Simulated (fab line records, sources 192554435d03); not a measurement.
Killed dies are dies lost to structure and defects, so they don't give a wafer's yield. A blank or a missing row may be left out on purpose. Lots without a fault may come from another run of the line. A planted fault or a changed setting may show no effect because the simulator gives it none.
Split-lot experiment | flow n5_finfet | 7 lots, 21 wafers read, on a route of 1938 steps

THE SPLIT
At N5_BEOL_M9_TRENCH_ETCH_37 (etches SiCOH lowk in C4F6/O2, target depth 151.43 nm, time 49 s), the setting source_w was moved away from the recipe's 345 W on 6 of the 21 wafers read, by -17.5% to +4.8%. The other wafers ran this setting at the recipe's value.

The reading is taken at the split's own step.

THE READING
rf_vpp_V, in V, at N5_BEOL_M9_TRENCH_ETCH_37 (etches SiCOH lowk in C4F6/O2, target depth 151.43 nm, time 49 s). Fault-free wafers of this fab line usually give 663 V, standard deviation 11 V.

wafer  | tool, chamber at the split | source_w as run, W | against the recipe | rf_vpp_V, V | against lot-mates on the recipe
L078.1 | rie_diel-04, 3             | 345                | recipe             | 670         | -
L078.2 | rie_diel-04, 0             | 345                | recipe             | 670         | -
L078.5 | rie_diel-04, 3             | 361.6              | +4.8%              | 653         | -17
L083.1 | rie_diel-04, 1             | 345                | recipe             | 675         | -
L083.4 | rie_diel-04, 3             | 345                | recipe             | 672         | -
L083.6 | rie_diel-04, 3             | 345                | recipe             | 671         | -
L084.1 | rie_diel-04, 2             | 345                | recipe             | 660         | -
L084.3 | rie_diel-04, 1             | 284.6              | -17.5%             | 745         | +85
L084.6 | rie_diel-04, 2             | 284.6              | -17.5%             | 729         | +69
L085.4 | rie_diel-04, 2             | 345                | recipe             | 662         | -
L085.5 | rie_diel-04, 3             | 301.7              | -12.6%             | 718         | +52
L085.6 | rie_diel-04, 0             | 345                | recipe             | 671         | -
L093.1 | rie_diel-01, 1             | 345                | recipe             | 674         | -
L093.4 | rie_diel-01, 0             | 345                | recipe             | 643         | -
L093.5 | rie_diel-01, 3             | 329.4              | -4.5%              | 677         | +18
L094.1 | rie_diel-04, 3             | 312.2              | -9.5%              | 704         | +32
L094.2 | rie_diel-04, 0             | 345                | recipe             | 669         | -
L094.3 | rie_diel-04, 1             | 345                | recipe             | 674         | -
L097.2 | rie_diel-01, 0             | 345                | recipe             | 643         | -
L097.3 | rie_diel-01, 3             | 345                | recipe             | 662         | -
L097.4 | rie_diel-01, 2             | 345                | recipe             | 648         | -

THE FIT
A straight line over all 21 wafers: rf_vpp_V changes by -4.08 V for each +1% of source_w; r = -0.93; the points scatter about the line by 10 V.
The same after taking each lot's own level away (the mean of its wafers on the recipe; 21 wafers): -4.22 V for each +1%; r = -0.97; scatter 7.1 V.
On that fit, the largest move of source_w shifts the reading by 74 V.
The lots' own levels span 651.0 to 672.7 V, that is 2.0 times the standard deviation above.
So the lot-to-lot level changes the slope little: the two slopes agree.
Check: with one of the wafers moved furthest among these (-17.5%) left out of the fit, the line predicts +68.2 V for it against its lot-mates. It came out at +85 V against them.
Tool readings at the split's step, against how far the setting was moved: rf_vpp_V r = -0.93.

OTHER SPLITS ON THESE WAFERS
These wafers also went through other splits before the reading. Each is held against what the fit with the lots' levels taken away leaves over:
other split on the same wafers | wafers away from the commonest value | r with rf_vpp_V (lot level and that fit taken away)
N5_BEOL_M9_COAT_60 spin_rpm    | 13                                   | -0.12
N5_BEOL_M9_ETCH_66 time_s      | 7                                    | +0.24

THE FILE'S OWN FIT
rf_vpp_V changes by -4.15 V for each +1% of source_w, r = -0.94.
